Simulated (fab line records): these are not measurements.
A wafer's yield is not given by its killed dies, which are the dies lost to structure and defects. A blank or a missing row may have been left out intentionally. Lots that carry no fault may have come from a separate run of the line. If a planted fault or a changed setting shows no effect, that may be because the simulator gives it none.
Chamber matching + flow nand_harc + rie_diel-10 running NHARC_P_CONTACT_ETCH_35: 4 sister chambers
The step etches the open film in CF4, target depth 39 nm, time 65 s. 4 wafers are shown with their chamber, then 11 later ones without.

== WAFERS, EACH WITH ITS CHAMBER ==
| wafer  | chamber | drypump_motor_current_A (A) |
|--------|---------|-----------------------------|
| L088.6 | 2       | 5.58                        |
| L090.5 | 0       | 5.66                        |
| L090.6 | 1       | 5.40                        |
| L092.1 | 3       | 5.88                        |

== WAFERS WITHOUT THEIR CHAMBER ==
| wafer  | drypump_motor_current_A (A) |
|--------|-----------------------------|
| L092.3 | 5.66                        |
| L092.5 | 5.88                        |
| L093.2 | 5.58                        |
| L093.3 | 5.89                        |
| L093.6 | 5.68                        |
| L095.1 | 5.85                        |
| L095.4 | 5.68                        |
| L095.5 | 5.67                        |
| L097.1 | 5.85                        |
| L097.2 | 5.39                        |
| L097.3 | 5.58                        |

== CHAMBER TAKEN BY EACH ==
| wafer  | from the rows above | in truth |
|--------|---------------------|----------|
| L092.3 | 0                   | 0        |
| L092.5 | 3                   | 3        |
| L093.2 | 2                   | 2        |
| L093.3 | 3                   | 3        |
| L093.6 | 0                   | 0        |
| L095.1 | 3                   | 3        |
| L095.4 | 0                   | 0        |
| L095.5 | 0                   | 0        |
| L097.1 | 3                   | 3        |
| L097.2 | 1                   | 1        |
| L097.3 | 2                   | 2        |
Correct placement for 11 of the 11. From these rows, 0 cannot be placed. Placed wrongly: 0.
How it was worked out, from the rows above alone: a wafer's distance from a chamber is the root of the sum, over the readings, of the square of ((its reading less the chamber's mean) divided by the reading's scatter). If the next closest chamber is less than 2 further off than the closest, the wafer can't be placed; otherwise it belongs to the closest. The mean given for a chamber averages the wafers shown for that chamber. The scatter (one wafer shown for each chamber): square how far every hidden wafer sits from the nearest shown wafer, average those squares and take the square root.
